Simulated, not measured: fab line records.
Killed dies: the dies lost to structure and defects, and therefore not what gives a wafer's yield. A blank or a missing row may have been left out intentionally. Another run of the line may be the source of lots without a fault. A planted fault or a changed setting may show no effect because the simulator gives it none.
fab line records / flow n5Finfet
record lots=6 wafers=18 lastDay=19
route steps=1938 shown WELL_APT@20 PASSIVATION@1936
lots untouched by any fault: they come from a run of this same line in which no faults occurred
startH: hours from the record's first day to the start of the lot's first wafer shown / waitH: hours from the lot's prior step to this one / " identical to the entry in the row above / L1.1+2: a single row standing in for several wafers / - either no value or no given start / * or withheld: withheld / < > ~ a bound
route shown NAME@n: names a module that has steps shown in the file, with the first one's number in the route / usual: mean and standard deviation over wafers with no fault / same: alike in all rows / chamber/n: place in a boat / sites: the reading at each site / _std_site: how widely they spread, as a standard deviation / _edge_site: the outer-site mean with the inner-site mean subtracted / radiusMm: for every site, how far away it sits from the centre of the wafer / mask NAME#n: copy n / behind: the most recent tool/chamber to have shaped the wafer / hold: what put the lot on hold/how long, in hours/how the hold closed / device: names the non-switching transistor (n, p or np) / end of line: the route-end tests of the same wafers / a step given without rows: its recipe and nothing more / killed: dies that structure and defects cost at the first sort, which is not the same as the wafer's yield / map: the dies of a wafer, with x for killed, . for not killed, _ for no die there
set.NAME: the run value of the setting; set.NAME@STEP: its run value at that earlier step / model.NAME: the simulator's own value behind a step, which no gauge read
lots at some steps of the route; a table a step, a row a wafer
services: from which hour (startH, from the record's first day; less than 0 if before it) a tool's chamber was out of use, for how many hours, and why
## steps
# step N5_WELL_APT_HMDS_01
# recipe timeS=60 tempC=120
# step N5_WELL_APT_COAT_02
# recipe spinRpm=1357 resistThkNm=950
# step N5_WELL_APT_EBR_04
# recipe solvent=PGMEA ebrWidthMm=1.5
# step N5_WELL_APT_SOFTBAKE_03
# recipe tempC=130 timeS=60
# step N5_WELL_APT_EXPOSE_05
# recipe maskId=NWELL na=0.8 sourceShape=conventional sigmaOuter=0.8 polarization=unpolarized defocusNm=0 targetCdNm=200 doseMj=20.3
# step N5_WELL_APT_PEB_06
# recipe pebTempC=130 pebTimeS=90
# step N5_WELL_APT_DEVELOP_07
# recipe developTimeS=45 rinseLiquid=surfactantRinse dry=airSpin devTempC=21
# step N5_WELL_APT_HARDBAKE_12
# recipe tempC=130 timeS=120
# step N5_WELL_APT_CD_MEAS_08
# recipe targetCdNm=200 landingEnergyEv=500 detector=seInlens
# usual cdNm=199.2/1
lot.wafer=L183.1 tool=cdSem-03 chamber=0 startH=31.70 waitH=- cdNm=197.6
lot.wafer=L183.2 tool=cdSem-03 chamber=0 startH=31.70 waitH=- cdNm=198.3
lot.wafer=L183.3 tool=cdSem-03 chamber=0 startH=31.70 waitH=- cdNm=198.4
lot.wafer=L190.2 tool=cdSem-01 chamber=0 startH=73.71 waitH=- cdNm=199.6
lot.wafer=L190.5 tool=cdSem-01 chamber=0 startH=73.71 waitH=- cdNm=198.5
lot.wafer=L190.6 tool=cdSem-01 chamber=0 startH=73.71 waitH=- cdNm=197.9
lot.wafer=L194.3 tool=cdSem-01 chamber=0 startH=97.69 waitH=- cdNm=200.1
lot.wafer=L194.5 tool=cdSem-01 chamber=0 startH=97.69 waitH=- cdNm=199.2
lot.wafer=L194.6 tool=cdSem-01 chamber=0 startH=97.69 waitH=- cdNm=198.5
lot.wafer=L196.1 tool=cdSem-01 chamber=0 startH=110.35 waitH=- cdNm=198.7
lot.wafer=L196.3 tool=cdSem-01 chamber=0 startH=110.35 waitH=- cdNm=198.8
lot.wafer=L196.5 tool=cdSem-01 chamber=0 startH=110.35 waitH=- cdNm=198.1
lot.wafer=L200.1 tool=cdSem-03 chamber=0 startH=133.68 waitH=- cdNm=199.2
lot.wafer=L200.4 tool=cdSem-03 chamber=0 startH=133.68 waitH=- cdNm=200.0
lot.wafer=L200.6 tool=cdSem-03 chamber=0 startH=133.68 waitH=- cdNm=200.3
lot.wafer=L203.2 tool=cdSem-01 chamber=0 startH=152.13 waitH=- cdNm=200.2
lot.wafer=L203.3 tool=cdSem-01 chamber=0 startH=152.13 waitH=- cdNm=199.9
lot.wafer=L203.5 tool=cdSem-01 chamber=0 startH=152.13 waitH=- cdNm=197.9
# step N5_WELL_APT_OVL_MEAS_09
# recipe pointsPerWafer=44
# usual NWELL_OVL=-2/4.4
lot.wafer=L183.1 tool=overlay-02 chamber=0 startH=31.73 waitH=0.0 NWELL_OVL[nm]=-16
lot.wafer=L183.2 tool=overlay-02 chamber=0 startH=31.73 waitH=0.0 NWELL_OVL[nm]=-12
lot.wafer=L183.3 tool=overlay-02 chamber=0 startH=31.73 waitH=0.0 NWELL_OVL[nm]=-14
lot.wafer=L190.2 tool=overlay-02 chamber=0 startH=73.73 waitH=0.0 NWELL_OVL[nm]=-2
lot.wafer=L190.5 tool=overlay-02 chamber=0 startH=73.73 waitH=0.0 NWELL_OVL[nm]=1
lot.wafer=L190.6 tool=overlay-02 chamber=0 startH=73.73 waitH=0.0 NWELL_OVL[nm]=1
lot.wafer=L194.3 tool=overlay-02 chamber=0 startH=97.71 waitH=0.0 NWELL_OVL[nm]=1
lot.wafer=L194.5 tool=overlay-02 chamber=0 startH=97.71 waitH=0.0 NWELL_OVL[nm]=2
lot.wafer=L194.6 tool=overlay-02 chamber=0 startH=97.71 waitH=0.0 NWELL_OVL[nm]=-1
lot.wafer=L196.1 tool=overlay-01 chamber=0 startH=110.38 waitH=0.0 NWELL_OVL[nm]=-1
lot.wafer=L196.3 tool=overlay-01 chamber=0 startH=110.38 waitH=0.0 NWELL_OVL[nm]=6
lot.wafer=L196.5 tool=overlay-01 chamber=0 startH=110.38 waitH=0.0 NWELL_OVL[nm]=7
lot.wafer=L200.1 tool=overlay-02 chamber=0 startH=133.71 waitH=0.0 NWELL_OVL[nm]=-4
lot.wafer=L200.4 tool=overlay-02 chamber=0 startH=133.71 waitH=0.0 NWELL_OVL[nm]=-4
lot.wafer=L200.6 tool=overlay-02 chamber=0 startH=133.71 waitH=0.0 NWELL_OVL[nm]=-9
lot.wafer=L203.2 tool=overlay-01 chamber=0 startH=152.15 waitH=0.0 NWELL_OVL[nm]=-2
lot.wafer=L203.3 tool=overlay-01 chamber=0 startH=152.15 waitH=0.0 NWELL_OVL[nm]=3
lot.wafer=L203.5 tool=overlay-01 chamber=0 startH=152.15 waitH=0.0 NWELL_OVL[nm]=5
# step N5_WELL_APT_INSPECT_10
# recipe mode=adi inspectInstrument=macro
# usual rawDefectCount=2.1/1.4
lot.wafer=L183.1 tool=defectInspect-01 chamber=- startH=31.75 waitH=0.0 rawDefectCount=1
lot.wafer=L183.2 tool=defectInspect-01 chamber=- startH=31.75 waitH=0.0 rawDefectCount=2
lot.wafer=L183.3 tool=defectInspect-01 chamber=- startH=31.75 waitH=0.0 rawDefectCount=3
lot.wafer=L190.2 tool=defectInspect-02 chamber=- startH=73.76 waitH=0.0 rawDefectCount=0
lot.wafer=L190.5 tool=defectInspect-02 chamber=- startH=73.76 waitH=0.0 rawDefectCount=3
lot.wafer=L190.6 tool=defectInspect-02 chamber=- startH=73.76 waitH=0.0 rawDefectCount=0
lot.wafer=L194.3 tool=defectInspect-01 chamber=- startH=97.74 waitH=0.0 rawDefectCount=3
lot.wafer=L194.5 tool=defectInspect-01 chamber=- startH=97.74 waitH=0.0 rawDefectCount=3
lot.wafer=L194.6 tool=defectInspect-01 chamber=- startH=97.74 waitH=0.0 rawDefectCount=1
lot.wafer=L196.1 tool=defectInspect-01 chamber=- startH=110.41 waitH=0.0 rawDefectCount=0
lot.wafer=L196.3 tool=defectInspect-01 chamber=- startH=110.41 waitH=0.0 rawDefectCount=4
lot.wafer=L196.5 tool=defectInspect-01 chamber=- startH=110.41 waitH=0.0 rawDefectCount=4
lot.wafer=L200.1 tool=defectInspect-02 chamber=- startH=133.74 waitH=0.0 rawDefectCount=3
lot.wafer=L200.4 tool=defectInspect-02 chamber=- startH=133.74 waitH=0.0 rawDefectCount=5
lot.wafer=L200.6 tool=defectInspect-02 chamber=- startH=133.74 waitH=0.0 rawDefectCount=1
lot.wafer=L203.2 tool=defectInspect-02 chamber=- startH=152.18 waitH=0.0 rawDefectCount=2
lot.wafer=L203.3 tool=defectInspect-02 chamber=- startH=152.18 waitH=0.0 rawDefectCount=1
lot.wafer=L203.5 tool=defectInspect-02 chamber=- startH=152.18 waitH=0.0 rawDefectCount=0
# step N5_WELL_APT_DESCUM_13
# recipe chemistry=O2 timeS=7.9 sourcePowerW=50 biasPowerW=20 pressureMtorr=20 rfFrequencyHz=2.712e+07 tempC=40 o2FlowSccm=225
# usual drypumpMotorCurrentA=5.48/0.22 oesProductAu=0.79/0.076 rfFwdPowerW=49.71/0.16 rfVppV=243.2/1.4 showerheadPlenumPTorr=2.10/0.073 throttleValvePct=20.41/0.25
lot.wafer=L183.1 tool=rieDiel-05 chamber=1 startH=31.82 waitH=0.1 drypumpMotorCurrentA=5.55 oesProductAu=0.71 rfFwdPowerW=49.61 rfHoursCounterH=202 rfVppV=244.0 showerheadPlenumPTorr=2.17 throttleValvePct=20.62
lot.wafer=L183.2 tool=rieDiel-05 chamber=0 startH=31.82 waitH=0.1 drypumpMotorCurrentA=5.11 oesProductAu=0.79 rfFwdPowerW=50.00 rfHoursCounterH=113 rfVppV=245.6 showerheadPlenumPTorr=2.20 throttleValvePct=20.68
lot.wafer=L183.3 tool=rieDiel-05 chamber=3 startH=31.82 waitH=0.1 drypumpMotorCurrentA=5.57 oesProductAu=0.67 rfFwdPowerW=50.05 rfHoursCounterH=235 rfVppV=244.5 showerheadPlenumPTorr=2.15 throttleValvePct=20.54
lot.wafer=L190.2 tool=rieDiel-06 chamber=0 startH=73.80 waitH=0.0 drypumpMotorCurrentA=5.54 oesProductAu=0.78 rfFwdPowerW=49.48 rfHoursCounterH=144 rfVppV=241.6 showerheadPlenumPTorr=2.01 throttleValvePct=20.55
lot.wafer=L190.5 tool=rieDiel-06 chamber=3 startH=73.80 waitH=0.0 drypumpMotorCurrentA=5.31 oesProductAu=0.83 rfFwdPowerW=49.92 rfHoursCounterH=- rfVppV=242.9 showerheadPlenumPTorr=2.12 throttleValvePct=20.53
lot.wafer=L190.6 tool=rieDiel-06 chamber=0 startH=73.80 waitH=0.0 drypumpMotorCurrentA=5.56 oesProductAu=0.77 rfFwdPowerW=49.53 rfHoursCounterH=- rfVppV=240.8 showerheadPlenumPTorr=2.01 throttleValvePct=20.55
lot.wafer=L194.3 tool=rieDiel-06 chamber=2 startH=97.77 waitH=0.0 drypumpMotorCurrentA=5.25 oesProductAu=0.76 rfFwdPowerW=49.84 rfHoursCounterH=162 rfVppV=242.3 showerheadPlenumPTorr=2.09 throttleValvePct=20.16
lot.wafer=L194.5 tool=rieDiel-06 chamber=3 startH=97.77 waitH=0.0 drypumpMotorCurrentA=5.32 oesProductAu=0.83 rfFwdPowerW=49.51 rfHoursCounterH=- rfVppV=242.3 showerheadPlenumPTorr=2.12 throttleValvePct=20.53
lot.wafer=L194.6 tool=rieDiel-06 chamber=0 startH=97.77 waitH=0.0 drypumpMotorCurrentA=5.54 oesProductAu=0.78 rfFwdPowerW=49.64 rfHoursCounterH=- rfVppV=242.6 showerheadPlenumPTorr=2.00 throttleValvePct=20.58
lot.wafer=L196.1 tool=rieDiel-05 chamber=2 startH=110.44 waitH=0.0 drypumpMotorCurrentA=5.95 oesProductAu=0.75 rfFwdPowerW=49.80 rfHoursCounterH=173 rfVppV=243.2 showerheadPlenumPTorr=2.09 throttleValvePct=20.25
lot.wafer=L196.3 tool=rieDiel-05 chamber=0 startH=110.44 waitH=0.0 drypumpMotorCurrentA=5.11 oesProductAu=0.77 rfFwdPowerW=49.69 rfHoursCounterH=143 rfVppV=244.1 showerheadPlenumPTorr=2.18 throttleValvePct=20.73
lot.wafer=L196.5 tool=rieDiel-05 chamber=2 startH=110.44 waitH=0.0 drypumpMotorCurrentA=5.92 oesProductAu=0.74 rfFwdPowerW=49.72 rfHoursCounterH=- rfVppV=243.6 showerheadPlenumPTorr=2.09 throttleValvePct=20.25
lot.wafer=L200.1 tool=rieDiel-05 chamber=2 startH=133.77 waitH=0.0 drypumpMotorCurrentA=5.92 oesProductAu=0.73 rfFwdPowerW=49.72 rfHoursCounterH=181 rfVppV=244.2 showerheadPlenumPTorr=2.08 throttleValvePct=20.28
lot.wafer=L200.4 tool=rieDiel-05 chamber=0 startH=133.77 waitH=0.0 drypumpMotorCurrentA=5.11 oesProductAu=0.76 rfFwdPowerW=49.96 rfHoursCounterH=150 rfVppV=244.6 showerheadPlenumPTorr=2.18 throttleValvePct=20.74
lot.wafer=L200.6 tool=rieDiel-05 chamber=3 startH=133.77 waitH=0.0 drypumpMotorCurrentA=5.59 oesProductAu=0.96 rfFwdPowerW=49.80 rfHoursCounterH=- rfVppV=244.9 showerheadPlenumPTorr=2.14 throttleValvePct=20.28
lot.wafer=L203.2 tool=rieDiel-06 chamber=0 startH=152.21 waitH=0.0 drypumpMotorCurrentA=5.53 oesProductAu=0.77 rfFwdPowerW=49.50 rfHoursCounterH=172 rfVppV=241.5 showerheadPlenumPTorr=2.00 throttleValvePct=20.62
lot.wafer=L203.3 tool=rieDiel-06 chamber=3 startH=152.21 waitH=0.0 drypumpMotorCurrentA=5.31 oesProductAu=0.82 rfFwdPowerW=49.70 rfHoursCounterH=118 rfVppV=244.0 showerheadPlenumPTorr=2.11 throttleValvePct=20.53
lot.wafer=L203.5 tool=rieDiel-06 chamber=3 startH=152.21 waitH=0.0 drypumpMotorCurrentA=5.31 oesProductAu=0.80 rfFwdPowerW=49.70 rfHoursCounterH=- rfVppV=242.7 showerheadPlenumPTorr=2.11 throttleValvePct=20.54
# step N5_WELL_APT_IMPLANT_14
# recipe species=P energyKev=160 doseCm2=1.5e+13 tiltDeg=0 rotationDeg=0
# usual doseIonsCm2=1.5004e+13/1.8e+10 faradayCurrentUA=190/4
lot.wafer=L183.1 tool=implanter-01 chamber=0 startH=31.92 waitH=0.1 doseIonsCm2=1.5027e+13 faradayCurrentUA=190
lot.wafer=L183.2 tool=implanter-01 chamber=0 startH=31.92 waitH=0.1 doseIonsCm2=1.5016e+13 faradayCurrentUA=190
lot.wafer=L183.3 tool=implanter-01 chamber=0 startH=31.92 waitH=0.1 doseIonsCm2=1.5028e+13 faradayCurrentUA=190
lot.wafer=L190.2 tool=implanter-02 chamber=0 startH=73.93 waitH=0.1 doseIonsCm2=1.5024e+13 faradayCurrentUA=194
lot.wafer=L190.5 tool=implanter-02 chamber=0 startH=73.93 waitH=0.1 doseIonsCm2=1.4993e+13 faradayCurrentUA=181
lot.wafer=L190.6 tool=implanter-02 chamber=0 startH=73.93 waitH=0.1 doseIonsCm2=1.4978e+13 faradayCurrentUA=189
lot.wafer=L194.3 tool=implanter-02 chamber=0 startH=97.93 waitH=0.1 doseIonsCm2=2.8124e+13 faradayCurrentUA=368
lot.wafer=L194.5 tool=implanter-02 chamber=0 startH=97.93 waitH=0.1 doseIonsCm2=2.8081e+13 faradayCurrentUA=358
lot.wafer=L194.6 tool=implanter-02 chamber=0 startH=97.93 waitH=0.1 doseIonsCm2=2.8111e+13 faradayCurrentUA=357
lot.wafer=L196.1 tool=implanter-02 chamber=0 startH=110.54 waitH=0.1 doseIonsCm2=2.8113e+13 faradayCurrentUA=334
lot.wafer=L196.3 tool=implanter-02 chamber=0 startH=110.54 waitH=0.1 doseIonsCm2=2.8129e+13 faradayCurrentUA=358
lot.wafer=L196.5 tool=implanter-02 chamber=0 startH=110.54 waitH=0.1 doseIonsCm2=2.8101e+13 faradayCurrentUA=358
lot.wafer=L200.1 tool=implanter-01 chamber=0 startH=133.87 waitH=0.1 doseIonsCm2=1.4991e+13 faradayCurrentUA=191
lot.wafer=L200.4 tool=implanter-01 chamber=0 startH=133.87 waitH=0.1 doseIonsCm2=1.4978e+13 faradayCurrentUA=191
lot.wafer=L200.6 tool=implanter-01 chamber=0 startH=133.87 waitH=0.1 doseIonsCm2=1.4974e+13 faradayCurrentUA=192
lot.wafer=L203.2 tool=implanter-01 chamber=0 startH=152.34 waitH=0.1 doseIonsCm2=1.5003e+13 faradayCurrentUA=181
lot.wafer=L203.3 tool=implanter-01 chamber=0 startH=152.34 waitH=0.1 doseIonsCm2=1.5013e+13 faradayCurrentUA=186
lot.wafer=L203.5 tool=implanter-01 chamber=0 startH=152.34 waitH=0.1 doseIonsCm2=1.5023e+13 faradayCurrentUA=192
# step N5_WELL_APT_IMPLANT_15
# recipe species=As energyKev=25 doseCm2=1.5e+13 tiltDeg=0 rotationDeg=0
# step N5_PASSIVATION_PROBE_49
# usual killed_at_M0_to_M3=36/11 killed_at_M4_up=13/5.1 killedAtContacts=14/4.9 killedAtFrontEnd=41/10 killedAtOther=3.4/2.6 killedDies=107/16 killedOpen=70/11 killedShort=36/7.8
# same grossDies=1180 killedAtBackSide=0
lot.wafer=L183.1 tool=prober-02 chamber=- startH=331.36 waitH=0.0 killed_at_M0_to_M3=24 killed_at_M4_up=13 killedAtContacts=14 killedAtFrontEnd=43 killedAtOther=9 killedDies=103 killedOpen=60 killedShort=41
lot.wafer=L183.2 tool=prober-02 chamber=- startH=331.41 waitH=0.1 killed_at_M0_to_M3=28 killed_at_M4_up=11 killedAtContacts=14 killedAtFrontEnd=50 killedAtOther=4 killedDies=107 killedOpen=67 killedShort=38
lot.wafer=L183.3 tool=prober-02 chamber=- startH=331.46 waitH=0.1 killed_at_M0_to_M3=57 killed_at_M4_up=11 killedAtContacts=10 killedAtFrontEnd=32 killedAtOther=6 killedDies=116 killedOpen=73 killedShort=40
lot.wafer=L190.2 tool=prober-02 chamber=- startH=369.17 waitH=0.1 killed_at_M0_to_M3=24 killed_at_M4_up=4 killedAtContacts=12 killedAtFrontEnd=67 killedAtOther=0 killedDies=107 killedOpen=67 killedShort=40
lot.wafer=L190.5 tool=prober-02 chamber=- startH=369.32 waitH=0.2 killed_at_M0_to_M3=38 killed_at_M4_up=15 killedAtContacts=20 killedAtFrontEnd=46 killedAtOther=7 killedDies=126 killedOpen=87 killedShort=36
lot.wafer=L190.6 tool=prober-02 chamber=- startH=369.37 waitH=0.3 killed_at_M0_to_M3=22 killed_at_M4_up=8 killedAtContacts=20 killedAtFrontEnd=48 killedAtOther=2 killedDies=100 killedOpen=62 killedShort=38
lot.wafer=L203.2 tool=prober-01 chamber=- startH=465.20 waitH=0.1 killed_at_M0_to_M3=50 killed_at_M4_up=10 killedAtContacts=10 killedAtFrontEnd=30 killedAtOther=0 killedDies=100 killedOpen=59 killedShort=34
lot.wafer=L203.3 tool=prober-01 chamber=- startH=465.25 waitH=0.2 killed_at_M0_to_M3=33 killed_at_M4_up=10 killedAtContacts=26 killedAtFrontEnd=39 killedAtOther=1 killedDies=109 killedOpen=77 killedShort=27
lot.wafer=L203.5 tool=prober-01 chamber=- startH=465.35 waitH=0.3 killed_at_M0_to_M3=54 killed_at_M4_up=14 killedAtContacts=9 killedAtFrontEnd=34 killedAtOther=0 killedDies=111 killedOpen=68 killedShort=40
# killed by level:class
L183.1 MOL_CONTACT_COAG:geometricParticle:open=11 STI_FIN_REVEAL:geometricParticle:open=8 BEOL_M3:geometricParticle:open=8 FIN_SAQP:geometricParticle:short=6 GATE_CUT:geometricParticle:short=6 DUMMY_GATE:geometricParticle:open=5 BEOL_M0_SAQP:geometricParticle:short=5 STI_FIN_REVEAL:geometricParticle:short=4
L183.2 BEOL_M3:geometricParticle:open=9 GATE_CUT:geometricParticle:open=8 BEOL_M0_SAQP:geometricParticle:short=7 MOL_CONTACT_COAG:geometricParticle:open=7 GATE_CUT:geometricParticle:short=7 MOL_CONTACT_COAG:geometricParticle:short=7 FIN_SAQP:geometricParticle:short=6 FIN_SAQP:geometricParticle:open=5
L183.3 BEOL_M3:geometricParticle:open=16 BEOL_M2:geometricParticle:open=9 STI_FIN_REVEAL:geometricParticle:open=8 BEOL_M0_SAQP:geometricParticle:open=8 BEOL_M0_SAQP:geometricParticle:short=8 FIN_SAQP:geometricParticle:short=6 MOL_CONTACT_COAG:geometricParticle:open=6 BEOL_M1:geometricParticle:open=6
L190.2 FIN_SAQP:geometricParticle:open=21 FIN_SAQP:geometricParticle:short=21 MOL_CONTACT_COAG:geometricParticle:open=11 GATE_CUT:geometricParticle:short=5 GATE_CUT:geometricParticle:open=5 BEOL_M2:geometricParticle:open=5 STI_FIN_REVEAL:geometricParticle:open=4 BEOL_M0_SAQP:geometricParticle:open=4
L190.5 FIN_SAQP:geometricParticle:open=18 MOL_CONTACT_COAG:geometricParticle:open=17 BEOL_M0_SAQP:geometricParticle:short=11 FIN_SAQP:geometricParticle:short=10 BEOL_M0_SAQP:geometricParticle:open=9 BEOL_M1:geometricParticle:open=7 BEOL_M4:geometricParticle:open=7 BEOL_M0:geometricParticle:open=5
L190.6 MOL_CONTACT_COAG:geometricParticle:open=18 FIN_SAQP:geometricParticle:short=16 FIN_SAQP:geometricParticle:open=14 BEOL_M3:geometricParticle:open=5 STI_FIN_REVEAL:geometricParticle:open=5 BEOL_M2:geometricParticle:open=4 BEOL_M0_SAQP:geometricParticle:open=3 BEOL_M4:geometricParticle:open=3
L203.2 BEOL_M0_SAQP:geometricParticle:open=15 BEOL_M0_SAQP:geometricParticle:short=14 BEOL_M3:geometricParticle:open=7 FIN_SAQP:geometricParticle:open=6 MOL_CONTACT_COAG:geometricParticle:open=6 DUMMY_GATE:geometricParticle:open=5 FIN_SAQP:geometricParticle:short=4 BEOL_M2:geometricParticle:open=4
L203.3 MOL_CONTACT_COAG:geometricParticle:open=20 FIN_SAQP:geometricParticle:open=9 BEOL_M3:geometricParticle:open=8 DUMMY_GATE:geometricParticle:open=7 BEOL_M0_SAQP:geometricParticle:short=7 BEOL_M0_SAQP:geometricParticle:open=6 BEOL_M1:geometricParticle:open=6 MOL_CONTACT_COAG:geometricParticle:short=5
L203.5 BEOL_M0_SAQP:geometricParticle:short=16 BEOL_M1:geometricParticle:open=12 BEOL_M0_SAQP:geometricParticle:open=10 MOL_CONTACT_COAG:geometricParticle:open=8 FIN_SAQP:geometricParticle:open=7 BEOL_M1:geometricParticle:short=6 BEOL_M3:geometricParticle:open=5 ILD0:geometricParticle:open=4
## services
tool=rieDiel-06 chamber=- startH=13.12 hours=2.8 kind=pm
tool=rieDiel-05 chamber=- startH=20.76 hours=2.8 kind=pm
tool=implanter-01 chamber=- startH=21.76 hours=1.0 kind=repair
tool=rieDiel-05 chamber=- startH=24.93 hours=0.3 kind=repair
tool=rieDiel-05 chamber=3 startH=74.42 hours=- kind=clean
tool=rieDiel-05 chamber=3 startH=74.42 hours=- kind=consumableReplace:focusRing
tool=rieDiel-05 chamber=3 startH=74.42 hours=15.5 kind=scheduledDown
tool=rieDiel-05 chamber=3 startH=74.42 hours=15.5 kind=ventCycle
tool=implanter-01 chamber=- startH=99.99 hours=2.7 kind=repair
tool=rieDiel-06 chamber=1 startH=110.57 hours=8.0 kind=repair
tool=implanter-02 chamber=- startH=114.20 hours=0.5 kind=repair
## key
firstSign step=N5_WELL_APT_IMPLANT_14 reading=doseIonsCm2 direction=up sigmas=99+ usual=1.5004e+13 struck=2.811e+13
effect step=N5_WELL_APT_IMPLANT_14 reading=faradayCurrentUA direction=up sigmas=41 usual=190 struck=355
metAt N5_WELL_APT_IMPLANT_14
struckWafers L194.3,L194.5,L194.6,L196.1,L196.3,L196.5
testerLeftOut L194,L196
onsetBetween 73.93 97.93
fault kind=processParameterDrift tool=implanter-02 chamber=- onsetH=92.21 steps=N5_WELL_APT_IMPLANT_14 channel=doseCm2 offset=1.3093e+13 shape=step endH=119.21 actsIn=theseRecipesOnly stated=1.5e+13
# testerLeftOut: of these lots the tester's yield and bins aren't shown, on N5 and GAA mostly nor the transistor test; their killed dies are dies lost to structure and defects alone, not to doping, threshold or leakage, so they don't give the yield
